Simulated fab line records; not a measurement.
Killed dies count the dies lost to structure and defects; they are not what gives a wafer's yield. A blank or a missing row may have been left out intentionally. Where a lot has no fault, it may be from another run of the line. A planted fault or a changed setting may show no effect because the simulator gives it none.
Which tool is to blame? ; flow n5 finfet ; 39 wafers from 13 lots sampled at 4 of the route's 1938 steps

== WHAT THE GAUGES READ, wafer by wafer ==
N5_MOL_CONTACT_COAG_INSPECT_42: inspects for defects (brightfield). Usual: raw defect count 211, standard deviation 53.
lot;measured;on;raw defect count;flag
L468;day 5 10:09;defect inspect-01;347 228 266;
L470;day 5 18:31;defect inspect-01;204 227 266;
L471;day 6 03:28;defect inspect-01;210 163 272;
L472;day 6 07:52;defect inspect-01;324 213 328;
L473;day 6 11:44;defect inspect-02;172 177 164;
L474;day 6 14:52;defect inspect-02;146 161 107;
L475;day 6 23:55;defect inspect-02;223 169 242;
L477;day 7 14:14;defect inspect-01;224 306 254;
L481;day 8 13:35;defect inspect-01;228 225 216;
L483;day 8 21:37;defect inspect-02;158 166 263;
L485;day 9 07:34;defect inspect-02;201 273 227;
L489;day 10 17:21;defect inspect-01;151 210 165;
L490;day 10 20:43;defect inspect-01;171 253 160;

== WHICH TOOL RAN EACH LOT (tool, then ch and the chambers of the sampled wafers, then the start) ==
lot;N5_MOL_CONTACT_COAG_PRE_CLEAN_142;N5_MOL_CONTACT_COAG_ALD_123;N5_MOL_CONTACT_COAG_COAT_62
L468;pvd sputter-03, day 5 04:53;ald sin-03 ch 0,1,3, day 5 07:53;litho track-04 ch 0, day 5 09:46
L470;pvd sputter-03, day 5 13:06;ald sin-03 ch 1,3, day 5 16:14;litho track-04 ch 0, day 5 18:08
L471;pvd sputter-01, day 5 21:52;ald sin-03 ch 1,2,3, day 6 00:59;litho track-01 ch 0, day 6 02:59
L472;pvd sputter-01, day 6 02:31;ald sin-04 ch 1,2,3, day 6 05:33;litho track-04 ch 0, day 6 07:30
L473;pvd sputter-03, day 6 06:26;ald sin-01 ch 0,1, day 6 09:26;litho track-04 ch 0, day 6 11:22
L474;pvd sputter-02, day 6 09:27;ald sin-03 ch 0,2,3, day 6 12:25;litho track-03 ch 0, day 6 14:22
L475;pvd sputter-01, day 6 17:52;ald sin-04 ch 0,1,2, day 6 20:50;litho track-03 ch 0, day 6 23:32
L477;pvd sputter-01, day 7 08:38;ald sin-03 ch 2,3, day 7 12:02;litho track-01 ch 0, day 7 13:52
L481;pvd sputter-02, day 8 07:55;ald sin-01 ch 0,1,2, day 8 11:03;litho track-03 ch 0, day 8 13:06
L483;pvd sputter-02, day 8 14:46;ald sin-03 ch 0,2,3, day 8 19:26;litho track-03 ch 0, day 8 21:14
L485;pvd sputter-02, day 9 01:49;ald sin-04 ch 0,2, day 9 05:07;litho track-03 ch 0, day 9 07:05
L489;pvd sputter-01, day 10 10:20;ald sin-01 ch 2,3, day 10 14:49;litho track-01 ch 0, day 10 16:58
L490;pvd sputter-01, day 10 14:42;ald sin-01 ch 0,2, day 10 18:01;litho track-01 ch 0, day 10 20:13
- N5_MOL_CONTACT_COAG_PRE_CLEAN_142: time 60 s.
- N5_MOL_CONTACT_COAG_ALD_123: deposits SiNx, target thk 5 nm, pulse time 1 s, purge time 2 s.
- N5_MOL_CONTACT_COAG_COAT_62: time 60 s, resist thk 60 nm.

== WHAT THE TOOLS THEMSELVES READ (means of the sampled wafers that have a number; where no wafer has one, the mark that the record gives instead) ==
N5_MOL_CONTACT_COAG_PRE_CLEAN_142. Usual: heater power w 456 W, standard deviation 51.
lot;tool;heater power w (W);flag
L468;pvd sputter-03;490;
L470;pvd sputter-03;466;
L471;pvd sputter-01;405;
L472;pvd sputter-01;407;
L473;pvd sputter-03;488;
L474;pvd sputter-02;514;
L475;pvd sputter-01;406;
L477;pvd sputter-01;405;
L481;pvd sputter-02;499;
L483;pvd sputter-02;480;
L485;pvd sputter-02;480;
L489;pvd sputter-01;438;
L490;pvd sputter-01;370;

N5_MOL_CONTACT_COAG_ALD_123. Usual: heater power w 868 W, standard deviation 87; precursor pulse height rel 0.997, standard deviation 0.019.
lot;tool;heater power w (W);precursor pulse height rel;flag
L468;ald sin-03;855;1.014;
L470;ald sin-03;800;1.003;
L471;ald sin-03;855;1.002;
L472;ald sin-04;838;1.011;
L473;ald sin-01;930;0.997;
L474;ald sin-03;885;1.004;
L475;ald sin-04;803;0.977;
L477;ald sin-03;905;0.975;
L481;ald sin-01;969;1.012;
L483;ald sin-03;891;0.991;
L485;ald sin-04;800;1.000;
L489;ald sin-01;808;1.006;
L490;ald sin-01;977;0.997;

N5_MOL_CONTACT_COAG_COAT_62. Usual: spin speed rpm 1499.9 rpm, standard deviation 1.1.
lot;tool;spin speed rpm (rpm);flag
L468;litho track-04;1501.1;
L470;litho track-04;1499.2;
L471;litho track-01;1500.0;
L472;litho track-04;1499.1;
L473;litho track-04;1498.5;
L474;litho track-03;1500.0;
L475;litho track-03;1501.1;
L477;litho track-01;1499.9;
L481;litho track-03;1498.9;
L483;litho track-03;1580.3;OFF
L485;litho track-03;1581.0;OFF
L489;litho track-01;1500.2;
L490;litho track-01;1500.4;

== THE ANSWER, worked out from the rows above alone ==
Rule: lot off if the mean of its wafers having a number is beyond 3 standard deviations from the usual mean. Also off: a lot with no number at a reading for which 4 or more lots have one. Any other lot the step has rows for is counted as sound. First the gauges in route order, then the tools' own readings, where a lot's mean is used as printed above. At the first step where some lot is off, the reading lying furthest off is the one used; lots without a number count as furthest.
Off: L483, L485, at N5_MOL_CONTACT_COAG_COAT_62 (spin speed rpm).
A tool fits if, at that step or a process step before it, it ran every lot that is off, and no sound lot after the first of them. Can't be told from this: 2 tools fit, pvd sputter-02 at N5_MOL_CONTACT_COAG_PRE_CLEAN_142, litho track-03 at N5_MOL_CONTACT_COAG_COAT_62.

== WHAT WAS PUT IN BY THE SIMULATOR ==
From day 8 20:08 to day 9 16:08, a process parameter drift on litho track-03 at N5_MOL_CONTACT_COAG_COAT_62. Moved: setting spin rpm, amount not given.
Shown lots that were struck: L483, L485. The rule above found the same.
